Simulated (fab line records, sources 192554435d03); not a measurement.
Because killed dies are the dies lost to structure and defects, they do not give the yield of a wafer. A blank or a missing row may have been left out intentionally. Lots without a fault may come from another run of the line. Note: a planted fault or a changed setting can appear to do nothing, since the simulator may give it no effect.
fab line records ; flow n5Finfet
[record] lots = 7; wafers = 21
route steps=1938 shown BEOL_M3@963 BEOL_M4@1059 BEOL_M6@1220 BEOL_M8@1362
startH: hours from the record's first day to the start of the lot's first wafer shown ; waitH: how many hours have passed since the lot's step before this one ; " repeats the value in the row above ; L1.1+2: a single row standing in for several wafers ; - no value present, or no start provided ; * or withheld: withheld ; < > ~ a bound
route shown NAME@n: NAME is a module with steps in the file, n the number in the route of the first one ; usual: average and standard deviation across the fault-free wafers ; same: alike in all rows ; chamber/n: place in a boat ; sites: readings site by site ; _std_site: how widely they spread, as a standard deviation ; _edge_site: mean of outer sites minus mean of inner sites ; radiusMm: for every site, how far away it sits from the centre of the wafer ; mask NAME#n: copy n ; behind: the last tool/chamber to shape the wafer ; hold: why the lot went on hold/how many hours it stayed there/how the hold came to an end ; device: whichever transistor did not switch (one of n, p or np) ; end of line: the same wafers' tests at the end of the route ; step lacking rows: just its recipe ; killed: dies lost to structure and defects at the first sort, not the wafer's yield ; map: per-die view of a wafer (x killed, . not killed, _ where there is no die)
set.NAME: the setting as run; set.NAME@STEP: as run at that earlier step ; model.NAME: the simulator's own value behind a step, which no gauge read
lots with deliberately changed settings; one table per step, one row per wafer
[[steps]]
[step N5_BEOL_M3_EXPOSE_25]
[recipe] maskId = V2; na = 0.33; sourceShape = quasar; sigmaInner = 0.2; sigmaOuter = 0.8; polarization = unpolarized; defocusNm = 5; doseMj = 63
lot.wafer;tool;chamber;startH;waitH;mask;set.doseMj
L079.4;euvScanner-02;0;199.30;-;V2#0;65.92
L079.5+6;euvScanner-02;0;199.30;-;V2#0;63
L089.1+2+3;euvScanner-02;0;245.16;-;V2#0;63
L090.1+2+3;euvScanner-02;0;251.65;-;V2#0;63
L092.1;euvScanner-01;0;259.19;-;V2#0;60.9
L092.2+4;euvScanner-01;0;259.19;-;V2#0;63
L093.3+5+6;euvScanner-02;0;260.66;-;V2#0;60.88
L091.2+4+6;euvScanner-02;0;263.87;-;V2#0;63
L095.2+4;euvScanner-02;0;279.96;-;V2#0;67.28
L095.3;euvScanner-02;0;279.96;-;V2#0;63
[step N5_BEOL_M3_PEB_26]
[recipe] pebTempC = 100; pebTimeS = 60; resist = CAR-EUV
[step N5_BEOL_M3_DEVELOP_27]
[recipe] developTimeS = 30; developer = TMAH; resist = CAR-EUV; rinseLiquid = surfactantRinse; dry = airSpin; devTempC = 23
[step N5_BEOL_M3_DESCUM_33]
[recipe] chemistry = O2; timeS = 7; sourcePowerW = 50; biasPowerW = 20; pressureMtorr = 20; rfFrequencyHz = 2.712e+07; tempC = 40; resist = CAR-EUV; o2FlowSccm = 225
[step N5_BEOL_M3_ETCH_77]
[recipe] chemistry = N2/H2; target = underlayer; targetDepthA = 65; maskMaterial = CAR-EUV; timeS = 5.2; ionEnergyEv = 200; pressureMtorr = 30; sourceW = 840; biasW = 150; n2FlowSccm = 200; h2FlowSccm = 200; ends = cleared
[step N5_BEOL_M3_ETCH_69]
[recipe] chemistry = CF4; target = SiARC; targetDepthA = 156; maskMaterial = CAR-EUV; timeS = 26; ionEnergyEv = 80; pressureMtorr = 40; sourceW = 545; biasW = 36; Ar_flow_sccm = 100; cf4FlowSccm = 100; ends = cleared
lot.wafer;tool;chamber;startH;waitH;set.spinRpm@BEOL_M3_COAT_68;model.etch.depthNm
L079.4;rieDiel-04;0;199.62;0.0;1500;11.99
L079.5;rieDiel-04;2;199.62;0.0;1607;11.59
L079.6;rieDiel-04;1;199.62;0.0;1500;12.02
L089.1+3;rieDiel-05;1,0;245.49;0.0;1393;12.45
L089.2;rieDiel-05;2;245.49;0.0;1500;11.99
L090.1;rieDiel-05;0;251.97;0.0;1569;11.77
L090.2;rieDiel-05;1;251.97;0.0;1500;11.99
L090.3;rieDiel-05;3;251.97;0.0;1500;12.02
L092.1;rieDiel-05;0;259.51;0.0;1409;12.33
L092.2;rieDiel-05;3;259.51;0.0;1500;11.93
L092.4;rieDiel-05;1;259.51;0.0;1500;11.99
L093.3;rieDiel-05;3;260.96;0.0;1647;11.46
L093.5;rieDiel-05;0;260.96;0.0;1647;11.49
L093.6;rieDiel-05;1;260.96;0.0;1500;11.99
L091.2;rieDiel-01;0;264.19;0.0;1500;11.99
L091.4;rieDiel-01;3;264.19;0.0;1500;11.98
L091.6;rieDiel-01;0;264.19;0.0;1500;12
L095.2;rieDiel-01;3;280.36;0.0;1500;12.01
L095.3;rieDiel-01;0;280.36;0.0;1336;12.74
L095.4;rieDiel-01;3;280.36;0.0;1336;12.73
[step N5_BEOL_M4_DESCUM_33]
[recipe] chemistry = O2; timeS = 7; sourcePowerW = 50; biasPowerW = 20; pressureMtorr = 20; rfFrequencyHz = 2.712e+07; tempC = 40; resist = CAR-EUV; o2FlowSccm = 225
lot.wafer;tool;chamber;startH;waitH;set.timeS;model.CAR-EUV_of_BEOL_M4_COAT_22.thkNm
L079.4+5;rieDiel-02;2;208.25;0.0;7.978;25.4
L079.6;rieDiel-02;3;208.25;0.0;7;26
L089.1+2;rieDiel-03;0,2;255.25;0.0;7;26
L089.3;rieDiel-03;1;255.25;0.0;7;26.2
L090.1+2;rieDiel-02;0,3;269.12;0.2;7.723;25.8
L090.3;rieDiel-02;1;269.12;0.2;7;26.2
L092.1;rieDiel-02;0;270.44;0.1;6.453;26.4
L092.2;rieDiel-02;3;270.44;0.1;6.453;26.2
L092.4;rieDiel-02;1;270.44;0.1;7;26
L093.3;rieDiel-03;3;274.88;0.0;7;25.8
L093.5+6;rieDiel-03;3,2;274.88;0.0;5.74;26.6
L091.2+4;rieDiel-06;0,3;275.51;0.0;7;26
L091.6;rieDiel-06;1;275.51;0.0;7;26.2
L095.2+3;rieDiel-03;3,1;290.63;0.0;7;26
L095.4;rieDiel-03;0;290.63;0.0;7;26.2
[step N5_BEOL_M4_ETCH_77]
[recipe] chemistry = N2/H2; target = underlayer; targetDepthA = 65; maskMaterial = CAR-EUV; timeS = 5.2; ionEnergyEv = 200; pressureMtorr = 30; sourceW = 840; biasW = 150; n2FlowSccm = 200; h2FlowSccm = 200; ends = cleared
lot.wafer;tool;chamber;startH;waitH;set.timeS@BEOL_M4_DESCUM_33;model.CAR-EUV_of_BEOL_M4_COAT_22.thkNm
L079.4;rieDiel-02;2;208.28;0.0;7.978;19.6
L079.5;rieDiel-02;2;208.28;0.0;7.978;19.8
L079.6;rieDiel-02;3;208.28;0.0;7;20.2
L089.1+2+3;rieDiel-03;0,2,1;255.28;0.0;7;20.4
L090.1+2;rieDiel-02;0,3;269.15;0.0;7.723;20
L090.3;rieDiel-02;1;269.15;0.0;7;20.4
L092.1;rieDiel-02;0;270.48;0.0;6.453;20.6
L092.2;rieDiel-02;3;270.48;0.0;6.453;20.4
L092.4;rieDiel-02;1;270.48;0.0;7;20.2
L093.3;rieDiel-03;3;274.92;0.0;7;20.2
L093.5+6;rieDiel-03;3,2;274.92;0.0;5.74;20.8
L091.2+4;rieDiel-06;0,3;275.54;0.0;7;20.2
L091.6;rieDiel-06;1;275.54;0.0;7;20.4
L095.2;rieDiel-03;3;290.66;0.0;7;20.2
L095.3+4;rieDiel-03;1,0;290.66;0.0;7;20.4
[step N5_BEOL_M4_ETCH_69]
[recipe] chemistry = CF4; target = SiARC; targetDepthA = 156; maskMaterial = CAR-EUV; timeS = 26; ionEnergyEv = 80; pressureMtorr = 40; sourceW = 545; biasW = 36; Ar_flow_sccm = 100; cf4FlowSccm = 100; ends = cleared
lot.wafer;tool;chamber;startH;waitH;set.timeS@BEOL_M4_DESCUM_33;model.CAR-EUV_of_BEOL_M4_COAT_22.thkNm
L079.4+5;rieDiel-02;2;208.30;0.0;7.978;10.4
L079.6;rieDiel-02;3;208.30;0.0;7;11
L089.1+2+3;rieDiel-03;0,2,1;255.30;0.0;7;11.2
L090.1+2;rieDiel-02;0,3;269.17;0.0;7.723;10.8
L090.3;rieDiel-02;1;269.17;0.0;7;11.2
L092.1;rieDiel-02;0;270.49;0.0;6.453;11.4
L092.2;rieDiel-02;3;270.49;0.0;6.453;11.2
L092.4;rieDiel-02;1;270.49;0.0;7;11
L093.3;rieDiel-03;3;274.93;0.0;7;11
L093.5+6;rieDiel-03;3,2;274.93;0.0;5.74;11.6
L091.2+4;rieDiel-06;0,3;275.56;0.0;7;11
L091.6;rieDiel-06;1;275.56;0.0;7;11.2
L095.2;rieDiel-03;3;290.68;0.0;7;11
L095.3+4;rieDiel-03;1,0;290.68;0.0;7;11.2
[step N5_BEOL_M4_ALD_98]
[recipe] material = SiO2; targetThkA = 25; tempC = 100; aldPrecursorFamily = BDEAS; aldCoReactant = O2-plasma; pulseTimeS = 1; coReactantPulseTimeS = 1; purgeTimeS = 2; coReactantPurgeTimeS = 2; aldCycles = 17; pressureTorr = 2
[step N5_BEOL_M4_ETCHBACK_99]
[recipe] chemistry = CHF3; target = SiO2; targetDepthA = 50; timeS = 10.4; sourceW = 215; biasW = 47; Ar_flow_sccm = 200; CHF3_flow_sccm = 12; ionEnergyEv = 100; pressureMtorr = 30
lot.wafer;tool;chamber;startH;waitH;set.timeS@BEOL_M4_DESCUM_33;model.CAR-EUV_of_BEOL_M4_COAT_22.thkNm
L079.4+5;rieDiel-06;2,0;209.92;1.5;7.978;9.8
L079.6;rieDiel-06;1;209.92;1.5;7;10.4
L089.1+2;rieDiel-03;0,3;257.80;2.4;7;10.4
L089.3;rieDiel-03;1;257.80;2.4;7;10.6
L090.1;rieDiel-06;0;274.79;3.8;7.723;10.2
L090.2;rieDiel-06;3;274.79;3.8;7.723;10
L090.3;rieDiel-06;2;274.79;3.8;7;10.6
L092.1+2;rieDiel-02;3,1;277.95;6.9;6.453;10.6
L092.4;rieDiel-02;2;277.95;6.9;7;10.2
L091.2+4;rieDiel-02;0,2;280.85;5.1;7;10.4
L091.6;rieDiel-02;0;280.85;5.1;7;10.6
L093.3;rieDiel-03;3;283.71;8.6;7;10.2
L093.5+6;rieDiel-03;0,1;283.71;8.6;5.74;11
L095.2+3+4;rieDiel-06;2,1,3;306.79;16.0;7;10.4
[step N5_BEOL_M6_COAT_71]
[recipe] resist = underlayer; tempC = 205; timeS = 60; spinRpm = 1500; resistThkNm = 5
lot.wafer;tool;chamber;startH;waitH;set.spinRpm
L079.4+5;lithoTrack-01;0;-;-;1653
L079.6;lithoTrack-01;0;-;-;1500
L089.1+2+3;lithoTrack-02;0;-;-;1500
L090.1;lithoTrack-02;0;-;-;1341
L090.2+3;lithoTrack-02;0;-;-;1500
L092.1+2;lithoTrack-01;0;-;-;1500
L092.4;lithoTrack-01;0;-;-;1353
L091.2+4+6;lithoTrack-04;0;-;-;1500
L093.3+5+6;lithoTrack-02;0;-;-;1500
L095.2;lithoTrack-02;0;-;-;1500
L095.3+4;lithoTrack-02;0;-;-;1636
[step N5_BEOL_M6_EXPOSE_25]
[recipe] maskId = V5; na = 0.33; sourceShape = annular; sigmaInner = 0.4; sigmaOuter = 0.8; polarization = unpolarized; targetCdNm = 40; doseMj = 45
lot.wafer;tool;chamber;startH;waitH;mask;set.doseMj
L079.4;euvScanner-02;0;231.91;-;V5#0;48.01
L079.5+6;euvScanner-02;0;231.91;-;V5#0;45
L089.1;euvScanner-02;0;280.60;-;V5#0;45
L089.2+3;euvScanner-02;0;280.60;-;V5#0;47.18
L090.1+2;euvScanner-02;0;298.14;-;V5#0;45
L090.3;euvScanner-02;0;298.14;-;V5#0;42.77
L092.1+2;euvScanner-01;0;305.40;-;V5#0;48.12
L092.4;euvScanner-01;0;305.40;-;V5#0;45
L091.2+4+6;euvScanner-01;0;305.46;-;V5#0;45
L093.3+5+6;euvScanner-01;0;312.58;-;V5#0;45
L095.2+3;euvScanner-02;0;331.15;-;V5#0;45
L095.4;euvScanner-02;0;331.15;-;V5#0;48.23
[step N5_BEOL_M6_PEB_26]
[recipe] pebTempC = 100; pebTimeS = 60; resist = CAR-EUV
[step N5_BEOL_M6_DEVELOP_27]
[recipe] developTimeS = 30; developer = TMAH; resist = CAR-EUV; rinseLiquid = surfactantRinse; dry = airSpin; devTempC = 23
[step N5_BEOL_M6_CD_MEAS_28]
[recipe] targetCdNm = 40; landingEnergyEv = 500; detector = seInlens
[usual] cdNm = 40.01/0.21
lot.wafer;tool;chamber;startH;waitH;set.doseMj@BEOL_M6_EXPOSE_25;cdNm
L079.4;cdSem-03;0;232.02;-;48.01;41.35
L079.5;cdSem-03;0;232.02;-;45;40.18
L079.6;cdSem-03;0;232.02;-;45;40.50
L089.1;cdSem-03;0;280.74;-;45;39.77
L089.2;cdSem-03;0;280.74;-;47.18;41.15
L089.3;cdSem-03;0;280.74;-;47.18;41.05
L090.1;cdSem-02;0;298.27;-;45;39.87
L090.2;cdSem-02;0;298.27;-;45;40.04
L090.3;cdSem-02;0;298.27;-;42.77;38.47
L092.1;cdSem-01;0;305.54;-;48.12;41.61
L092.2;cdSem-01;0;305.54;-;48.12;41.20
L092.4;cdSem-01;0;305.54;-;45;39.75
L091.2;cdSem-01;0;305.58;-;45;39.91
L091.4;cdSem-01;0;305.58;-;45;39.97
L091.6;cdSem-01;0;305.58;-;45;39.98
L093.3;cdSem-02;0;312.70;-;45;40.09
L093.5;cdSem-02;0;312.70;-;45;40.37
L093.6;cdSem-02;0;312.70;-;45;40.30
L095.2;cdSem-01;0;331.28;-;45;39.57
L095.3;cdSem-01;0;331.28;-;45;40.09
L095.4;cdSem-01;0;331.28;-;48.23;41.49
[step N5_BEOL_M6_DESCUM_33]
[recipe] chemistry = O2; timeS = 7; sourcePowerW = 50; biasPowerW = 20; pressureMtorr = 20; rfFrequencyHz = 2.712e+07; tempC = 40; resist = CAR-EUV; o2FlowSccm = 225
lot.wafer;tool;chamber;startH;waitH;set.doseMj@BEOL_M6_EXPOSE_25;model.BEOL_M6.cdNm
L079.4;rieDiel-02;1;232.21;0.1;48.01;41.6
L079.5+6;rieDiel-02;1,2;232.21;0.1;45;40.2
L089.1;rieDiel-03;2;280.86;0.0;45;40
L089.2+3;rieDiel-03;1,0;280.86;0.0;47.18;41
L090.1+2;rieDiel-03;1,0;298.59;0.2;45;39.8
L090.3;rieDiel-03;2;298.59;0.2;42.77;38.6
L092.1+2;rieDiel-06;1,0;305.68;0.1;48.12;41.6
L092.4;rieDiel-06;3;305.68;0.1;45;40
L091.2+4;rieDiel-03;2,0;305.74;0.1;45;39.8
L091.6;rieDiel-03;1;305.74;0.1;45;40
L093.3+5;rieDiel-02;0;312.82;0.0;45;40.2
L093.6;rieDiel-02;3;312.82;0.0;45;40
L095.2+3;rieDiel-06;1,3;332.48;1.1;45;39.8
L095.4;rieDiel-06;2;332.48;1.1;48.23;41.4
[step N5_BEOL_M6_ETCH_72]
[recipe] chemistry = N2/H2; target = underlayer; targetDepthA = 65; maskMaterial = CAR-EUV; timeS = 5.2; ionEnergyEv = 200; pressureMtorr = 30; sourceW = 840; biasW = 150; n2FlowSccm = 200; h2FlowSccm = 200; ends = cleared
lot.wafer;tool;chamber;startH;waitH;set.spinRpm@BEOL_M6_COAT_71;model.etch.depthNm
L079.4;rieDiel-02;1;232.24;0.0;1653;4.763
L079.5;rieDiel-02;1;232.24;0.0;1653;4.758
L079.6;rieDiel-02;2;232.24;0.0;1500;5.001
L089.1+3;rieDiel-03;2,0;280.89;0.0;1500;4.976
L089.2;rieDiel-03;1;280.89;0.0;1500;4.967
L090.1;rieDiel-03;1;298.62;0.0;1341;5.29
L090.2;rieDiel-03;0;298.62;0.0;1500;5.009
L090.3;rieDiel-03;2;298.62;0.0;1500;4.997
L092.1;rieDiel-06;1;305.72;0.0;1500;5
L092.2;rieDiel-06;0;305.72;0.0;1500;4.985
L092.4;rieDiel-06;3;305.72;0.0;1353;5.268
L091.2;rieDiel-03;2;305.77;0.0;1500;4.992
L091.4;rieDiel-03;0;305.77;0.0;1500;5.001
L091.6;rieDiel-03;1;305.77;0.0;1500;5
L093.3;rieDiel-02;0;312.85;0.0;1500;4.995
L093.5;rieDiel-02;0;312.85;0.0;1500;5
L093.6;rieDiel-02;3;312.85;0.0;1500;4.994
L095.2;rieDiel-06;1;332.51;0.0;1500;4.985
L095.3;rieDiel-06;3;332.51;0.0;1636;4.787
L095.4;rieDiel-06;2;332.51;0.0;1636;4.782
[step N5_BEOL_M6_ETCH_65]
[recipe] chemistry = CF4; target = SiARC; targetDepthA = 156; maskMaterial = CAR-EUV; timeS = 26; ionEnergyEv = 80; pressureMtorr = 40; sourceW = 545; biasW = 36; Ar_flow_sccm = 100; cf4FlowSccm = 100; ends = cleared
lot.wafer;tool;chamber;startH;waitH;set.doseMj@BEOL_M6_EXPOSE_25;model.BEOL_M6.cdNm
L079.4;rieDiel-02;1;232.26;0.0;48.01;41.6
L079.5;rieDiel-02;1;232.26;0.0;45;40
L079.6;rieDiel-02;2;232.26;0.0;45;40.4
L089.1;rieDiel-03;2;280.91;0.0;45;40.2
L089.2+3;rieDiel-03;1,0;280.91;0.0;47.18;41
L090.1+2;rieDiel-03;1,0;298.64;0.0;45;39.8
L090.3;rieDiel-03;2;298.64;0.0;42.77;38.8
L092.1+2;rieDiel-06;1,0;305.73;0.0;48.12;41.4
L092.4;rieDiel-06;3;305.73;0.0;45;40
L091.2+6;rieDiel-03;2,1;305.79;0.0;45;40
L091.4;rieDiel-03;0;305.79;0.0;45;39.8
L093.3+5;rieDiel-02;0;312.87;0.0;45;40.2
L093.6;rieDiel-02;3;312.87;0.0;45;40
L095.2;rieDiel-06;1;332.53;0.0;45;40
L095.3;rieDiel-06;3;332.53;0.0;45;39.8
L095.4;rieDiel-06;2;332.53;0.0;48.23;41.4
[step N5_BEOL_M6_ETCH_66]
[recipe] chemistry = N2/H2; target = SOC; targetDepthA = 800; overetchA = 160; maskMaterial = SiARC; tempC = 40; timeS = 120; ionEnergyEv = 200; pressureMtorr = 30; sourceW = 840; biasW = 150; n2FlowSccm = 200; h2FlowSccm = 200
lot.wafer;tool;chamber;startH;waitH;set.doseMj@BEOL_M6_EXPOSE_25;model.BEOL_M6.cdNm
L079.4;rieDiel-02;1;232.29;0.0;48.01;41.2
L079.5;rieDiel-02;1;232.29;0.0;45;39.8
L079.6;rieDiel-02;2;232.29;0.0;45;40.4
L089.1;rieDiel-03;2;280.94;0.0;45;40.2
L089.2+3;rieDiel-03;1,0;280.94;0.0;47.18;41
L090.1+2;rieDiel-03;1,0;298.67;0.0;45;39.8
L090.3;rieDiel-03;2;298.67;0.0;42.77;39
L092.1;rieDiel-06;1;305.76;0.0;48.12;41.4
L092.2;rieDiel-06;0;305.76;0.0;48.12;41
L092.4;rieDiel-06;3;305.76;0.0;45;40.2
L091.2;rieDiel-03;2;305.81;0.0;45;40
L091.4+6;rieDiel-03;0,1;305.81;0.0;45;39.8
L093.3+5;rieDiel-02;0;312.90;0.0;45;40
L093.6;rieDiel-02;3;312.90;0.0;45;39.6
L095.2+3;rieDiel-06;1,3;332.56;0.0;45;39.8
L095.4;rieDiel-06;2;332.56;0.0;48.23;41.2
[step N5_BEOL_M6_STRIP_69]
[recipe] chemistry = N2/H2; tempC = 40; n2FlowSccm = 200; h2FlowSccm = 200; rfFrequencyHz = 6e+07
[step N5_BEOL_M6_STRIP_73]
[recipe] chemistry = N2/H2; tempC = 40; n2FlowSccm = 200; h2FlowSccm = 200; rfFrequencyHz = 6e+07
[step N5_BEOL_M6_VIA_ETCH_34]
[recipe] chemistry = C4F6/O2; target = SiCOH_lowk; targetDepthA = 1263; maskMaterial = SOC; taperDeg = 4; timeS = 50.9; ionEnergyEv = 250; pressureMtorr = 30; sourceW = 345; biasW = 185; Ar_flow_sccm = 300; C4F6_flow_sccm = 10; O2_flow_sccm = 10
lot.wafer;tool;chamber;startH;waitH;set.doseMj@BEOL_M6_EXPOSE_25;model.BEOL_M6.cdNm
L079.4;rieDiel-02;1;232.39;0.0;48.01;41.2
L079.5;rieDiel-02;1;232.39;0.0;45;39.8
L079.6;rieDiel-02;2;232.39;0.0;45;40.4
L089.1;rieDiel-03;2;281.04;0.0;45;40.2
L089.2;rieDiel-03;1;281.04;0.0;47.18;41
L089.3;rieDiel-03;0;281.04;0.0;47.18;41.2
L090.1;rieDiel-03;1;298.77;0.0;45;39.8
L090.2;rieDiel-03;0;298.77;0.0;45;40
L090.3;rieDiel-03;2;298.77;0.0;42.77;39
L092.1;rieDiel-06;1;305.86;0.0;48.12;41.6
L092.2;rieDiel-06;0;305.86;0.0;48.12;40.8
L092.4;rieDiel-06;3;305.86;0.0;45;40
L091.2+4;rieDiel-03;2,0;305.92;0.0;45;39.8
L091.6;rieDiel-03;1;305.92;0.0;45;39.6
L093.3+5;rieDiel-02;0;313.00;0.0;45;39.8
L093.6;rieDiel-02;3;313.00;0.0;45;39.6
L095.2;rieDiel-06;1;332.66;0.0;45;39.8
L095.3;rieDiel-06;3;332.66;0.0;45;39.6
L095.4;rieDiel-06;2;332.66;0.0;48.23;41.2
[step N5_BEOL_M8_EXPOSE_25]
[recipe] maskId = V7; na = 0.33; sourceShape = annular; sigmaInner = 0.4; sigmaOuter = 0.8; polarization = unpolarized; targetCdNm = 40; doseMj = 42.5
lot.wafer;tool;chamber;startH;waitH;mask;set.doseMj
L079.4+5+6;euvScanner-01;0;248.38;-;V7#0;42.5
L089.1+2;euvScanner-01;0;298.14;-;V7#0;41.59
L089.3;euvScanner-01;0;298.14;-;V7#0;42.5
L090.1+2+3;euvScanner-02;0;312.68;-;V7#0;42.5
L092.1+4;euvScanner-01;0;322.51;-;V7#0;39.39
L092.2;euvScanner-01;0;322.51;-;V7#0;42.5
L091.2+4+6;euvScanner-02;0;322.69;-;V7#0;42.5
L093.3;euvScanner-02;0;331.07;-;V7#0;42.5
L093.5+6;euvScanner-02;0;331.07;-;V7#0;45.32
L095.2+4;euvScanner-02;0;353.78;-;V7#0;45.06
L095.3;euvScanner-02;0;353.78;-;V7#0;42.5
[step N5_BEOL_M8_PEB_26]
[recipe] pebTempC = 100; pebTimeS = 60; resist = CAR-EUV
[step N5_BEOL_M8_DEVELOP_27]
[recipe] developTimeS = 30; developer = TMAH; resist = CAR-EUV; rinseLiquid = surfactantRinse; dry = airSpin; devTempC = 23
[step N5_BEOL_M8_CD_MEAS_28]
[recipe] targetCdNm = 40; landingEnergyEv = 500; detector = seInlens
[usual] cdNm = 40.01/0.23
lot.wafer;tool;chamber;startH;waitH;set.doseMj@BEOL_M8_EXPOSE_25;cdNm
L079.4;cdSem-02;0;248.49;-;42.5;40.09
L079.5;cdSem-02;0;248.49;-;42.5;39.67
L079.6;cdSem-02;0;248.49;-;42.5;40.07
L089.1;cdSem-01;0;298.27;-;41.59;39.62
L089.2;cdSem-01;0;298.27;-;41.59;39.42
L089.3;cdSem-01;0;298.27;-;42.5;40.26
L090.1;cdSem-02;0;312.82;-;42.5;40.18
L090.2;cdSem-02;0;312.82;-;42.5;40.48
L090.3;cdSem-02;0;312.82;-;42.5;40.06
L092.1;cdSem-03;0;322.64;-;39.39;38.10
L092.2;cdSem-03;0;322.64;-;42.5;40.21
L092.4;cdSem-03;0;322.64;-;39.39;38.49
L091.2;cdSem-03;0;322.81;-;42.5;39.78
L091.4;cdSem-03;0;322.81;-;42.5;39.93
L091.6;cdSem-03;0;322.81;-;42.5;39.99
L093.3;cdSem-03;0;331.19;-;42.5;40.10
L093.5;cdSem-03;0;331.19;-;45.32;41.89
L093.6;cdSem-03;0;331.19;-;45.32;41.47
L095.2;cdSem-03;0;353.91;-;45.06;41.33
L095.3;cdSem-03;0;353.91;-;42.5;40.19
L095.4;cdSem-03;0;353.91;-;45.06;40.78
[[key]]
[split] step = N5_BEOL_M3_EXPOSE_25; setting = doseMj; stated = 63; by = wafer
response none clear
[split] step = N5_BEOL_M4_DESCUM_33; setting = timeS; stated = 7; by = wafer
[response] step = N5_BEOL_M4_DESCUM_33; reading = model.CAR-EUV_of_BEOL_M4_COAT_22.thkNm; change = -0.0426; per = 1%; r = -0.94
[response] step = N5_BEOL_M4_ETCH_77; reading = model.CAR-EUV_of_BEOL_M4_COAT_22.thkNm; change = -0.0353; per = 1%; r = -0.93
[response] step = N5_BEOL_M4_ETCH_69; reading = model.CAR-EUV_of_BEOL_M4_COAT_22.thkNm; change = -0.0374; per = 1%; r = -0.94
[response] step = N5_BEOL_M4_ETCHBACK_99; reading = model.CAR-EUV_of_BEOL_M4_COAT_22.thkNm; change = -0.0452; per = 1%; r = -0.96
[split] step = N5_BEOL_M6_COAT_71; setting = spinRpm; stated = 1500; by = wafer
[response] step = N5_BEOL_M6_ETCH_72; reading = model.etch.depthNm; change = -0.0254; per = 1%; r = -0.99
[split] step = N5_BEOL_M6_EXPOSE_25; setting = doseMj; stated = 45; by = wafer
[response] step = N5_BEOL_M6_CD_MEAS_28; reading = cdNm; change = +0.229; per = 1%; r = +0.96
[response] step = N5_BEOL_M6_DESCUM_33; reading = model.BEOL_M6.cdNm; change = +0.222; per = 1%; r = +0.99
[response] step = N5_BEOL_M6_ETCH_65; reading = model.BEOL_M6.cdNm; change = +0.201; per = 1%; r = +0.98
[response] step = N5_BEOL_M6_ETCH_66; reading = model.BEOL_M6.cdNm; change = +0.167; per = 1%; r = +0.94
[response] step = N5_BEOL_M6_VIA_ETCH_34; reading = model.BEOL_M6.cdNm; change = +0.183; per = 1%; r = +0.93
[split] step = N5_BEOL_M8_EXPOSE_25; setting = doseMj; stated = 42.5; by = wafer
[response] step = N5_BEOL_M8_CD_MEAS_28; reading = cdNm; change = +0.226; per = 1%; r = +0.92
split outsideThisFile step=N5_BEOL_M3_COAT_68 setting=spinRpm
// split outsideThisFile: this setting was split too, and the file shows its column; the key of that split is in another file
